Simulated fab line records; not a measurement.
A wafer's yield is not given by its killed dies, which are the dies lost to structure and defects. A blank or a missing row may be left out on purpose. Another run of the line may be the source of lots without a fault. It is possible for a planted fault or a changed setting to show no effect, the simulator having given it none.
A lot that was struck, set against a sound lot ; flow n5-finfet ; 37 steps out of a route of 1938
Sound: wafers L589.3, L589.5, L589.6. Struck: wafer L580.5 (L580.2, L580.3, from the same lot, were not struck and are left out); the cause is given at the end.
Per side, at each step with rows, come the tool, then ch with its chambers, and then its first start. Under that, the readings that differ: sound wafers ; struck wafers ; difference of the means ; sigmas: that difference in standard deviations of wafers without a fault.
alike: a reading whose means differ by less than 2 such deviations, as well as words and numbers matching on both sides. not compared: withheld readings; readings where some wafer has no value; bounds like >300 that might hide an equal value; numbers whose values overlap and for which the record gives no deviation.
A row with sigmas, a row that says differs or no value, or rows on one side alone: a step with any of these is where the two part. When numbers do not overlap yet have no deviation, they are printed without sigmas and do not part them. A reading that every wafer of one side lacks parts them only if that side has two wafers or more.

first, 8 steps without rows for these wafers: N5_BEOL_M2_ECD_50 (material Cu, target thk 300 nm); N5_BEOL_M2_ANNEAL_51 (time 90 s); N5_BEOL_M2_CMP_52 (polishes, stops on SiOC, t overpolish 6.8 s, target thk 40 nm); N5_BEOL_M2_PRE_CLEAN_60 (time 15 s); N5_BEOL_M2_CO_CAP_55 (material Co, precursor CCTBA/H2, target thk 2 nm, time 102.1 s); N5_BEOL_M2_PRE_CLEAN_56 (time 15 s); N5_BEOL_M2_DEP_57 (deposits SiCN from 3MS/NH3, target thk 8 nm, time 14 s); N5_BEOL_M3_ILD_DEP_00 (deposits SiOC from DEMS/O2, target thk 79 nm, time 15.3 s).
N5_BEOL_M3_PECVD_72: deposits SiO2 from TEOS/O2, target thk 16 nm, time 18 s.
  sound on pecvd-02 ch 0,1,2, day 12 13:36; struck on pecvd-03 ch 0, day 9 16:03
reading;sound;struck;difference;sigmas
model.SiO2_of_BEOL_M3_PECVD_72.thk-nm (nm);16 16.4 16;23.6;+7.5;
  alike: heater-power-w, showerhead-plenum-p-Torr, throttle-valve-pct
then, 25 steps without rows for these wafers: N5_BEOL_M3_HM_DEP_02 (deposits TiN, target thk 20 nm); N5_BEOL_M3_COAT_61 (time 60 s, resist thk 60 nm); N5_BEOL_M3_COAT_62 (time 60 s, resist thk 12 nm); N5_BEOL_M3_COAT_73 (time 60 s, resist thk 5 nm); N5_BEOL_M3_COAT_05 (resist thk 30 nm); N5_BEOL_M3_EBR_07; N5_BEOL_M3_SOFTBAKE_06 (time 60 s); N5_BEOL_M3_EXPOSE_08 (exposes mask M3); N5_BEOL_M3_PEB_09 (peb time 60 s); N5_BEOL_M3_DEVELOP_10 (develop time 30 s); N5_BEOL_M3_DESCUM_16 (chemistry O2, time 7 s); N5_BEOL_M3_ETCH_74 (etches underlayer in N2/H2, target depth 6.5 nm, time 5.2 s); N5_BEOL_M3_ETCH_63 (etches SiARC in CF4, target depth 15.6 nm, time 26 s); N5_BEOL_M3_ETCH_64 (etches SOC in N2/H2, target depth 75 nm, overetch 15 nm, time 112.5 s); N5_BEOL_M3_STRIP_65 (strips in N2/H2); N5_BEOL_M3_STRIP_75 (strips in N2/H2); N5_BEOL_M3_STRIP_66 (strips in CF4); N5_BEOL_M3_HM_OPEN_17 (chemistry Cl2/BCl3, target TiN, target depth 20 nm, overetch 6 nm); N5_BEOL_M3_STRIP_19 (strips in O2); N5_BEOL_M3_COAT_67 (time 60 s, resist thk 60 nm); N5_BEOL_M3_COAT_68 (time 60 s, resist thk 12 nm); N5_BEOL_M3_COAT_76 (time 60 s, resist thk 5 nm); N5_BEOL_M3_COAT_22 (resist thk 30 nm); N5_BEOL_M3_EBR_24; N5_BEOL_M3_SOFTBAKE_23 (time 60 s).
N5_BEOL_M3_HM_STRIP_39: strips TiN in peroxide tin strip, target depth 25 nm, time 158 s.
  sound on wet-bench-01 ch 2,6,7, day 12 21:16; struck on wet-bench-03 ch 4, day 9 22:11
reading;sound;struck;difference;sigmas
model.SiO2_of_BEOL_M3_PECVD_72.thk-nm (nm);15.8 16.2 15.8;23.4;+7.5;
N5_BEOL_M3_CMP_52: polishes, stops on SiOC, t overpolish 6.8 s, target thk 40 nm.
  sound on cmp-03 ch 0,1,2, day 13 03:09; struck on cmp-03 ch 0, day 10 09:28
reading;sound;struck;difference;sigmas
barrier-field-endpoint-s (s);25.2 25.6 25.2;33.3;+8.0;+13
  alike: motor-current-A, slurry-flow-ml-min
N5_BEOL_M4_RC_MEAS_101:
  sound on prober-01 ch 0, day 14 06:02; struck on prober-01 ch 0, day 11 06:26
  alike: DIBL_N, DIBL_P, IOFF_N, IOFF_P, ION_N, ION_P, SS_N, SS_P, VT_N, VT_P

WHERE THEY PART
N5_BEOL_M3_CMP_52 only, going by this record. Later steps at which nothing parts them and some readings are alike: N5_BEOL_M4_RC_MEAS_101.

WHY: what had been put in by the simulator
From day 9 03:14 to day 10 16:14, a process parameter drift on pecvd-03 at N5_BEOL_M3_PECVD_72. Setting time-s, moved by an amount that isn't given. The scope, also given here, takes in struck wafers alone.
